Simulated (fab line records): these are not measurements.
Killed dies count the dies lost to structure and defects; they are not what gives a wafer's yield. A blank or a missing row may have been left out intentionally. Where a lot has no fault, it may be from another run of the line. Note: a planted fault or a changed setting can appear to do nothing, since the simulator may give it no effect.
fab line records	flow n5-finfet
record lots=6	wafers=16	last-day=17
route steps=1938 shown BEOL_M12@1631 PASSIVATION@1936
lots untouched by any fault: they come from a run of this same line in which no faults occurred
start-h: hours from the record's first day to the start of the lot's first wafer shown	wait-h: hours elapsed since this lot's preceding step	" the same as in the row above	L1.1+2: a row that stands for several wafers	- no value, or no start was given	* or withheld: withheld	< > ~ a bound
route shown NAME@n: a module of which the file shows steps, and the number in the route of the first	usual: mean and standard deviation over wafers with no fault	same: alike in all rows	chamber/n: place in a boat	sites: the reading at each site	_std_site: how widely they spread, as a standard deviation	_edge_site: outer sites' mean less inner sites'	radius-mm: how far each site lies from the wafer's centre	mask NAME#n: copy n	behind: the tool/chamber that last shaped the wafer	hold: the reason the lot was held/the length of the hold in hours/how it ended	device: names the non-switching transistor (n, p or np)	end of line: tests of these same wafers at the route's end	a step without rows: its recipe alone	killed: the dies lost at the first sort to structure and to defects; this is not the yield of the wafer	map: shows each die of a wafer: x if killed, . if not, _ if none is there
set.NAME: setting as actually run; set.NAME@STEP: the setting as run at that earlier step	model.NAME: the simulator's own value behind a step, which no gauge read
lots at some steps of the route; a table a step, a row a wafer
services: when a tool's chamber went out of use (start-h, in hours from the record's first day, below 0 if earlier), for how many hours, and the reason
## steps
# step N5_BEOL_M12_HARDBAKE_32
# recipe temp-c=130	time-s=120
# step N5_BEOL_M12_CD_MEAS_28
# recipe target-cd-nm=160.2	landing-energy-ev=500	detector=se-inlens	polarity=opening
# usual cd-nm=159.8/1.6
lot.wafer	tool	chamber	start-h	wait-h	cd-nm
L560.1	cd-sem-03	0	262.52	-	158.4
L560.5	"	0	"	"	158.9
L560.6	"	0	"	"	162.4
L566.3	cd-sem-01	0	278.33	-	157.7
L566.4	"	0	"	"	158.6
L566.5	"	0	"	"	161.2
L575.2	cd-sem-01	0	339.52	-	160.8
L575.3	"	0	"	"	158.3
L574.2	cd-sem-01	0	343.53	-	159.5
L574.5	"	0	"	"	161.1
L576.2	cd-sem-01	0	351.76	-	160.4
L576.3	"	0	"	"	158.9
L576.6	"	0	"	"	161.7
L580.3	cd-sem-03	0	388.41	-	158.6
L580.4	"	0	"	"	157.8
L580.6	"	0	"	"	161.0
# step N5_BEOL_M12_OVL_MEAS_29
# recipe points-per-wafer=44
# usual M12_OVL=3/6.1
lot.wafer	tool	chamber	start-h	wait-h	M12_OVL[nm]
L560.1	overlay-02	0	262.55	0.0	10
L560.5	"	0	"	"	6
L560.6	"	0	"	"	-8
L566.3	overlay-02	0	278.35	0.0	-1
L566.4	"	0	"	"	8
L566.5	"	0	"	"	2
L575.2	overlay-02	0	339.55	0.0	1
L575.3	"	0	"	"	3
L574.2	overlay-02	0	343.56	0.0	18
L574.5	"	0	"	"	22
L576.2	overlay-01	0	351.79	0.0	0
L576.3	"	0	"	"	6
L576.6	"	0	"	"	-5
L580.3	overlay-01	0	388.44	0.0	6
L580.4	"	0	"	"	7
L580.6	"	0	"	"	8
# step N5_BEOL_M12_INSPECT_30
# recipe mode=adi	inspect-instrument=macro
# usual raw-defect-count=2.0/1.5
lot.wafer	tool	chamber	start-h	wait-h	raw-defect-count
L560.1	defect-inspect-01	-	262.57	0.0	1
L560.5	"	-	"	"	2
L560.6	"	-	"	"	3
L566.3	defect-inspect-01	-	278.38	0.0	1
L566.4	"	-	"	"	1
L566.5	"	-	"	"	0
L575.2	defect-inspect-02	-	339.57	0.0	2
L575.3	"	-	"	"	2
L574.2	defect-inspect-01	-	343.59	0.0	1
L574.5	"	-	"	"	3
L576.2	defect-inspect-01	-	351.82	0.0	0
L576.3	"	-	"	"	0
L576.6	"	-	"	"	1
L580.3	defect-inspect-01	-	388.47	0.0	1
L580.4	"	-	"	"	0
L580.6	"	-	"	"	2
# step N5_BEOL_M12_DESCUM_33
# recipe chemistry=O2	time-s=7.9	source-power-w=50	bias-power-w=20	pressure-mtorr=20	rf-frequency-hz=2.712e+07	temp-c=40	o2-flow-sccm=225
# usual drypump-motor-current-A=5.9/0.41	oes-product-au=0.77/0.076	rf-vpp-V=243.1/1.2	showerhead-plenum-p-Torr=2.08/0.061	throttle-valve-pct=20.5/0.33
lot.wafer	tool	chamber	start-h	wait-h	drypump-motor-current-A	oes-product-au	rf-hours-counter-h	rf-vpp-V	showerhead-plenum-p-Torr	throttle-valve-pct
L560.1	rie-diel-03	3	262.61	0.0	6.3	0.83	106	241.4	2.01	19.9
L560.5	"	3	"	"	6.3	0.82	-	241.1	2.00	19.9
L560.6	"	2	"	"	5.4	0.71	-	244.6	2.04	20.1
L566.3	rie-diel-01	1	278.41	0.0	5.9	0.69	208	241.9	1.97	20.3
L566.4	"	0	"	"	6.4	0.75	178	243.1	2.17	20.6
L566.5	"	3	"	"	6.1	0.99	-	243.2	2.07	20.6
L575.2	rie-diel-06	1	339.69	0.1	6.5	0.89	35	245.3	2.10	20.2
L575.3	"	0	"	"	5.7	0.75	178	245.2	2.18	20.5
L574.2	rie-diel-06	1	343.62	0.0	6.5	0.90	36	244.5	2.10	20.2
L574.5	"	1	"	"	6.5	0.89	-	244.6	2.10	20.2
L576.2	rie-diel-03	0	351.85	0.0	6.1	0.67	233	242.8	2.10	21.1
L576.3	"	2	"	"	5.4	0.69	237	242.1	2.03	20.1
L576.6	"	3	"	"	6.3	0.81	-	243.8	1.99	20.0
L580.3	rie-diel-03	3	388.50	0.0	6.3	0.78	148	241.1	1.99	20.0
L580.4	"	2	"	"	5.4	0.67	248	242.1	2.03	20.1
L580.6	"	1	"	"	5.5	0.75	-	244.8	2.10	20.7
# step N5_BEOL_M12_ETCH_67
# recipe chemistry=CF4	target=SiARC	target-depth-a=1430	time-s=238.3	ion-energy-ev=80	pressure-mtorr=40	source-w=545	bias-w=36	Ar_flow_sccm=100	cf4-flow-sccm=100	ends=cleared
# usual cf4-flow-sccm=100.01/0.29	drypump-motor-current-A=5.9/0.41	etch-rf-on-time-s=241/8.6	oes-product-au=0.65/0.067	rf-vpp-V=184.0/1	showerhead-plenum-p-Torr=2.14/0.054	throttle-valve-pct=15.69/0.22
lot.wafer	tool	chamber	start-h	wait-h	cf4-flow-sccm	drypump-motor-current-A	etch-rf-on-time-s	oes-product-au	rf-hours-counter-h	rf-vpp-V	showerhead-plenum-p-Torr	throttle-valve-pct
L560.1	rie-diel-03	3	262.64	0.0	99.26	6.3	242	0.69	106	183.1	2.08	15.31
L560.5	"	3	"	"	99.71	6.3	240	0.68	-	183.8	2.08	15.30
L560.6	"	2	"	"	100.35	5.4	250	0.58	-	184.4	2.12	15.50
L566.3	rie-diel-01	1	278.45	0.0	99.93	5.9	249	0.58	208	182.0	2.04	15.72
L566.4	"	0	"	"	100.13	6.5	255	0.62	178	185.1	2.22	15.79
L566.5	"	3	"	"	99.83	6.1	220	0.87	-	183.6	2.10	15.48
L575.2	rie-diel-06	1	339.73	0.0	100.24	6.5	234	0.75	35	183.8	2.18	15.51
L575.3	"	0	"	"	100.08	5.7	233	0.64	178	185.1	2.23	15.83
L574.2	rie-diel-06	1	343.66	0.0	99.91	6.5	237	0.75	36	185.7	2.18	15.53
L574.5	"	1	"	"	99.28	6.5	238	0.74	-	183.6	2.18	15.52
L576.2	rie-diel-03	0	351.89	0.0	100.05	6.1	230	0.59	233	183.3	2.12	16.05
L576.3	"	2	"	"	99.98	5.4	248	0.58	237	184.0	2.11	15.53
L576.6	"	3	"	"	100.19	6.3	239	0.66	-	183.6	2.07	15.36
L580.3	rie-diel-03	3	388.53	0.0	100.13	6.3	241	0.65	148	183.2	2.06	15.41
L580.4	"	2	"	"	99.96	5.4	248	0.56	248	183.4	2.10	15.57
L580.6	"	1	"	"	100.19	5.5	239	0.65	-	186.1	2.15	15.94
# step N5_BEOL_M12_ETCH_68
# recipe chemistry=N2/H2	target=SOC	mask-material=SiARC	source-w=3000	bias-w=350	temp-c=40	time-s=285	ion-energy-ev=200	pressure-mtorr=30	n2-flow-sccm=200	h2-flow-sccm=200
# step N5_BEOL_M12_STRIP_69
# recipe chemistry=N2/H2	temp-c=40	n2-flow-sccm=200	h2-flow-sccm=200	rf-frequency-hz=6e+07
# step N5_BEOL_M12_TRENCH_ETCH_34
# recipe chemistry=C4F8/O2/Ar	target=SiOC	target-depth-a=3189.5	mask-material=SOC	pressure-mtorr=30	source-w=3000	bias-w=700	Ar_flow_sccm=400	C4F8_flow_sccm=15	O2_flow_sccm=8	he-inner-torr=15	he-outer-torr=30	time-s=125.5	ion-energy-ev=250
# step N5_BEOL_M12_STRIP_70
# recipe chemistry=C4F8/O2/Ar	resist=SiARC	rf-frequency-hz=6e+07
# step N5_BEOL_M12_OCD_MEAS_35
# usual trench-depth-nm=319/6.7
lot.wafer	tool	chamber	start-h	wait-h	trench-depth-nm
L560.1	ocd-02	-	263.12	0.0	331
L560.5	"	-	"	"	329
L560.6	"	-	"	"	314
L566.3	ocd-02	-	278.93	0.0	314
L566.4	"	-	"	"	314
L566.5	"	-	"	"	324
L575.2	ocd-02	-	340.21	0.0	330
L575.3	"	-	"	"	322
L574.2	ocd-02	-	344.14	0.0	332
L574.5	"	-	"	"	326
L576.2	ocd-02	-	352.37	0.0	315
L576.3	"	-	"	"	315
L576.6	"	-	"	"	329
L580.3	ocd-01	-	389.02	0.0	331
L580.4	"	-	"	"	313
L580.6	"	-	"	"	315
# step N5_BEOL_M12_STRIP_37
# recipe chemistry=N2/H2	power-w=1000	temp-c=250	h2-frac=0.65	overash-fraction=0.3	pressure-mtorr=withheld	n2-flow-sccm=1750	h2-flow-sccm=3250
# usual drypump-motor-current-A=5.3/0.33	heater-power-w=329/44	oes-product-au=0.791/0.0099
lot.wafer	tool	chamber	start-h	wait-h	drypump-motor-current-A	heater-power-w	oes-product-au	rf-hours-counter-h
L560.1	plasma-asher-01	0	263.16	0.0	4.9	372	0.765	124
L560.5	"	0	"	"	4.9	376	0.788	-
L560.6	"	1	"	"	4.9	343	0.800	-
L566.3	plasma-asher-02	1	278.99	0.1	5.4	255	0.787	-
L566.4	"	0	"	"	5.7	348	0.807	-
L566.5	"	0	"	"	5.7	359	0.797	-
L575.2	plasma-asher-01	0	340.25	0.0	4.9	377	0.781	136
L575.3	"	0	"	"	4.9	367	0.780	-
L574.2	plasma-asher-01	0	344.18	0.0	5.0	367	0.794	138
L574.5	"	1	"	"	4.9	342	0.793	-
L576.2	plasma-asher-01	0	352.41	0.0	4.9	377	0.783	140
L576.3	"	0	"	"	4.9	371	0.782	-
L576.6	"	1	"	"	4.9	329	0.779	-
L580.3	plasma-asher-02	1	389.07	0.1	5.4	265	0.802	-
L580.4	"	0	"	"	5.7	347	0.785	-
L580.6	"	0	"	"	5.7	358	0.795	-
# step N5_BEOL_M12_ETCH_38
# recipe chemistry=CF4/N2	target=SiCN	target-depth-a=687	taper-deg=2	time-s=73.4	ion-energy-ev=150	mask-material=SiO2	pressure-mtorr=40	source-w=430	bias-w=70	Ar_flow_sccm=100	cf4-flow-sccm=60	n2-flow-sccm=60
# usual cf4-flow-sccm=59.99/0.18	drypump-motor-current-A=6.0/0.39	oes-product-au=0.76/0.088	rf-vpp-V=381.9/1.5	showerhead-plenum-p-Torr=2.19/0.059	throttle-valve-pct=15.52/0.2
lot.wafer	tool	chamber	start-h	wait-h	cf4-flow-sccm	drypump-motor-current-A	oes-product-au	rf-hours-counter-h	rf-vpp-V	showerhead-plenum-p-Torr	throttle-valve-pct	model.etch.depth-nm	model.SiOC_of_BEOL_M12_ILD_DEP_00.thk-nm
L560.1	rie-diel-03	1	268.17	-	59.95	5.5	0.79	103	382.6	2.24	15.70	58.52	597.6
L560.5	"	1	"	"	59.88	5.5	0.79	-	384.1	2.24	15.69	58.71	607
L560.6	"	2	"	"	60.09	5.4	0.67	-	381.0	2.18	15.34	55.75	609.6
L566.3	rie-diel-01	3	282.09	-	59.91	6.1	1.02	2	381.5	2.17	15.29	63.27	589.2
L566.4	"	1	"	"	60.08	5.9	0.68	208	380.1	2.09	15.53	56.23	594
L566.5	"	0	"	"	60.15	6.5	0.72	-	383.6	2.28	15.59	54.63	613.4
L575.2	rie-diel-01	0	340.39	-	59.94	6.4	0.70	201	383.3	2.27	15.66	54.29	609.2
L575.3	"	2	"	"	60.07	6.3	0.82	90	382.1	2.23	15.59	82.21	588.6
L574.2	rie-diel-01	3	346.04	-	59.71	6.1	0.95	19	382.1	2.16	15.35	63.26	600.2
L574.5	"	3	"	"	60.13	6.1	0.95	-	381.4	2.16	15.34	89.49	596.6
L576.2	rie-diel-03	3	357.61	-	60.10	6.3	0.78	137	380.0	2.13	15.18	58.5	584
L576.3	"	2	"	"	59.94	5.4	0.67	239	380.2	2.17	15.40	56.28	602.2
L576.6	"	2	"	"	60.10	5.4	0.67	-	382.1	2.17	15.37	56.32	595.6
L580.3	rie-diel-03	0	389.59	-	59.90	6.1	0.67	246	382.2	2.17	15.91	59.31	614.6
L580.4	"	3	"	"	59.99	6.3	0.76	149	379.9	2.12	15.20	57.72	620
L580.6	"	1	"	"	60.30	5.5	0.75	-	381.8	2.22	15.77	57.97	609.6
# step N5_BEOL_M12_PRECLEAN_39
# recipe chemistry=residue-remover	time-s=60	temp-c=40
# step N5_BEOL_M12_SRD_40
# recipe time-s=30	temp-c=23	rinse-liquid=diw	dry=n2-spin	spin-rpm=1500	dry-time-s=30
# step N5_BEOL_M12_DEGAS_41
# recipe ambient=vacuum	temp-c=250	time-s=60
# usual heater-power-w=343/47
lot.wafer	tool	chamber	start-h	wait-h	heater-power-w
L560.1	pvd-sputter-03	-	268.55	0.2	360
L560.5	"	-	"	"	303
L560.6	"	-	"	"	314
L566.3	pvd-sputter-01	-	282.70	0.4	337
L566.4	"	-	"	"	352
L566.5	"	-	"	"	300
L575.2	pvd-sputter-01	-	342.63	2.1	298
L575.3	"	-	"	"	457
L574.2	pvd-sputter-03	-	346.92	0.7	316
L574.5	"	-	"	"	311
L576.2	pvd-sputter-02	-	358.13	0.3	285
L576.3	"	-	"	"	396
L576.6	"	-	"	"	361
L580.3	pvd-sputter-02	-	390.07	0.3	406
L580.4	"	-	"	"	307
L580.6	"	-	"	"	397
# step N5_BEOL_M12_PRE_CLEAN_42
# recipe gas=H2/He	time-s=30	temp-c=250
# step N5_BEOL_M12_SPUTTER_43
# recipe material=TaN	target-thk-a=150	temp-c=50	bias-v=168.6	power-w=15000	chamber-pressure-pa=0.12	time-s=24.19
# step N5_BEOL_M12_SPUTTER_44
# recipe material=Ta	target-thk-a=100	temp-c=50	bias-v=80	power-w=15000	chamber-pressure-pa=0.07	time-s=16.13
# step N5_BEOL_M12_SPUTTER_45
# recipe material=Cu	target-thk-a=800	temp-c=-20	bias-v=60	power-w=26000	chamber-pressure-pa=0.13	time-s=13.33
# usual throttle-valve-pct=30.3/1
lot.wafer	tool	chamber	start-h	wait-h	throttle-valve-pct
L560.1	pvd-sputter-03	-	268.79	0.0	30.6
L560.5	"	-	"	"	30.9
L560.6	"	-	"	"	31.1
L566.3	pvd-sputter-01	-	282.94	0.0	29.6
L566.4	"	-	"	"	30.4
L566.5	"	-	"	"	28.3
L575.2	pvd-sputter-01	-	342.87	0.0	28.4
L575.3	"	-	"	"	30.1
L574.2	pvd-sputter-03	-	347.16	0.0	32.3
L574.5	"	-	"	"	32.1
L576.2	pvd-sputter-02	-	358.37	0.0	29.7
L576.3	"	-	"	"	30.5
L576.6	"	-	"	"	29.8
L580.3	pvd-sputter-02	-	390.31	0.0	30.7
L580.4	"	-	"	"	29.8
L580.6	"	-	"	"	30.8
# step N5_BEOL_M12_ECD_47
# recipe material=Cu	target-thk-a=7200
# step N5_BEOL_M12_ANNEAL_48
# recipe temp-c=225	time-s=90	ambient=N2
# step N5_BEOL_M12_CMP_49
# recipe stop-on=SiOC	t-overpolish-s=20.6	down-force-psi=1	platen-rpm=50	clearing-platen-down-force-psi=1.5	clearing-platen-rpm=50	post-cmp-clean=cu-alkaline	target-thk-nm=320	clearing-platen-pad-velocity-m-s=0.99484	pad-velocity-m-s=0.99484
# usual barrier-field-endpoint-s=30.7/0.8	clearing-platen-rpm=50.003/0.024	motor-current-A=6.2/0.43	overpolish-run-s=20.599/0.0099	platen-rpm=50.00/0.039	slurry-flow-ml-min=150.0/0.51
lot.wafer	tool	chamber	start-h	wait-h	barrier-field-endpoint-s	clearing-platen-rpm	motor-current-A	overpolish-run-s	platen-rpm	slurry-flow-ml-min	model.SiOC_of_BEOL_M12_ILD_DEP_00.thk-nm
L560.1	cmp-02	2	269.62	0.3	31.5	50.026	6.4	20.609	50.01	150.3	587.6
L560.5	"	2	"	"	30.7	50.008	6.6	20.591	49.99	150.0	597
L560.6	"	3	"	"	31.2	50.016	5.5	20.595	50.07	150.7	599.6
L566.3	cmp-01	2	284.14	0.2	30.5	49.969	6.4	20.590	50.02	150.5	579.2
L566.4	"	3	"	"	30.3	50.009	6.2	20.597	50.00	150.2	584
L566.5	"	0	"	"	31.8	50.041	6.0	20.602	50.01	150.0	603.4
L575.2	cmp-01	1	343.43	0.2	31.4	50.018	6.5	20.603	49.93	150.4	599.2
L575.3	"	2	"	"	30.4	50.008	6.5	20.592	50.01	149.9	578.6
L574.2	cmp-01	1	347.79	0.3	31.2	49.960	6.4	20.592	50.03	150.9	590.2
L574.5	"	3	"	"	30.8	49.986	6.2	20.597	50.02	149.7	586.6
L576.3	cmp-02	1	359.44	0.2	30.8	49.960	6.7	20.609	50.00	149.8	592.2
L576.2	"	0	"	"	30.6	49.994	5.7	20.598	50.07	149.3	574
L576.6	"	2	"	"	31.2	49.994	6.9	20.611	50.07	148.9	585.6
L580.4	cmp-02	1	390.87	0.1	32.3	50.000	6.8	20.588	50.03	150.3	610
L580.3	"	3	"	"	32.6	49.992	5.2	20.584	50.05	150.7	604.6
L580.6	"	2	"	"	32.8	49.997	6.3	20.603	49.97	149.8	599.8
# step N5_BEOL_M12_THK_MEAS_50
# recipe thk-meas-gauge=xrf	reads=Cu_of_BEOL_M12_ECD_47
# usual M12_THK=324/7.4
lot.wafer	tool	chamber	start-h	wait-h	M12_THK[nm]
L560.1	film-metro-01	-	269.91	-	340
L560.5	"	-	"	"	338
L560.6	"	-	"	"	319
L566.3	film-metro-02	-	284.36	-	318
L566.4	"	-	"	"	319
L566.5	"	-	"	"	334
L575.2	film-metro-02	-	343.72	-	338
L575.3	"	-	"	"	327
L574.2	film-metro-02	-	348.02	-	338
L574.5	"	-	"	"	332
L576.2	film-metro-02	-	359.74	-	316
L576.3	"	-	"	"	318
L576.6	"	-	"	"	335
L580.3	film-metro-01	-	391.16	-	335
L580.4	"	-	"	"	319
L580.6	"	-	"	"	321
# step N5_PASSIVATION_PROBE_49
# usual defect-limited-yield=91.5/1.7	killed_at_M0_to_M3=33/11	killed_at_M4_up=13/5.2	killed-at-contacts=11/5.7	killed-at-front-end=39/11	killed-at-other=4/3	killed-dies=101/20	killed-open=66/15	killed-short=33/8.4	sort_bin_5_function=5.0/1.1	sort_bin_6_memory=3.2/0.69	sort_bin_8_speed=0.1/0.52	sort-n-pass=1078/20	sort-yield-pct=91.4/1.7
# same gross-dies=1180	killed-at-back-side=0	sort_bin_4_leakage[%]=0
lot.wafer	tool	chamber	start-h	wait-h	defect-limited-yield[%]	killed_at_M0_to_M3	killed_at_M4_up	killed-at-contacts	killed-at-front-end	killed-at-other	killed-dies	killed-open	killed-short	sort_bin_5_function[%]	sort_bin_6_memory[%]	sort_bin_8_speed[%]	sort-n-pass	sort-yield-pct[%]
L575.2	prober-01	-	378.59	0.1	92.3	31	12	11	35	2	91	62	29	4.7	3.0	0	1089	92.3
L575.3	prober-01	-	378.64	0.1	92.9	22	18	9	33	2	84	51	32	4.0	2.8	0	1096	92.9
# killed by level:class
L575.2 FIN_SAQP:geometric-particle:short=11 BEOL_M2:geometric-particle:open=11 FIN_SAQP:geometric-particle:open=9 BEOL_M0_SAQP:geometric-particle:open=7 STI_FIN_REVEAL:geometric-particle:open=6 MOL_CONTACT_COAG:geometric-particle:open=6 MOL_CONTACT_COAG:geometric-particle:short=5 BEOL_M1:geometric-particle:open=5
L575.3 FIN_SAQP:geometric-particle:short=9 FIN_SAQP:geometric-particle:open=9 BEOL_M2:geometric-particle:open=8 MOL_CONTACT_COAG:geometric-particle:open=7 BEOL_M4:geometric-particle:open=7 GATE_CUT:geometric-particle:short=4 BEOL_M0_SAQP:geometric-particle:open=4 BEOL_M0_SAQP:geometric-particle:short=3
## services
tool	chamber	start-h	hours	kind
rie-diel-01	3	255.63	-	clean
rie-diel-01	3	255.63	-	consumable-replace:focus-ring
rie-diel-01	3	255.63	20.5	scheduled-down
rie-diel-01	3	255.63	20.5	vent-cycle
cmp-02	-	258.41	2.0	repair
cmp-02	-	262.26	0.8	repair
cmp-01	-	294.23	3.9	repair
cmp-01	-	298.98	4.0	pm
rie-diel-06	3	307.81	6.7	repair
cmp-01	-	313.44	1.2	repair
plasma-asher-01	-	321.48	10.5	repair
cmp-02	-	325.52	3.7	pm
rie-diel-01	3	330.01	15.9	repair
rie-diel-06	2	338.04	-	clean
rie-diel-06	2	338.04	-	consumable-replace:focus-ring
plasma-asher-02	-	340.56	5.3	repair
rie-diel-01	0	343.02	22.2	repair
pvd-sputter-01	-	354.49	2.5	repair
rie-diel-06	2	359.48	33.0	repair
cmp-01	-	367.52	13.8	pm
plasma-asher-02	-	369.46	0.3	repair
plasma-asher-02	-	374.94	2.8	pm
cmp-01	-	381.38	2.1	repair
cmp-01	-	389.41	6.3	repair
## key
first-sign none at tools or gauges
model-effect step=N5_BEOL_M12_ETCH_38	value=etch.depth-nm	without=60.9	struck=85.85
model-effect step=N5_BEOL_M12_CMP_49	value=SiOC_of_BEOL_M12_ILD_DEP_00.thk-nm	without=603.5	struck=582.6
met-at N5_BEOL_M12_ETCH_38
struck-wafers L574.5,L575.3
baseline-loss step=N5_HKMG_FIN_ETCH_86	wafers=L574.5
onset-between 282.09 340.39
fault kind=process-parameter-drift	tool=rie-diel-01	chamber=-	onset-h=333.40	steps=N5_BEOL_M12_ETCH_38	channel=time-s	offset=*	shape=step	end-h=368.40	scope=struck-wafers-only	acts-in=*	stated=*
# baseline-loss: these wafers lose ten dies or more at that step, a loss of the line's own and not of a fault; the sort's usual values leave them out
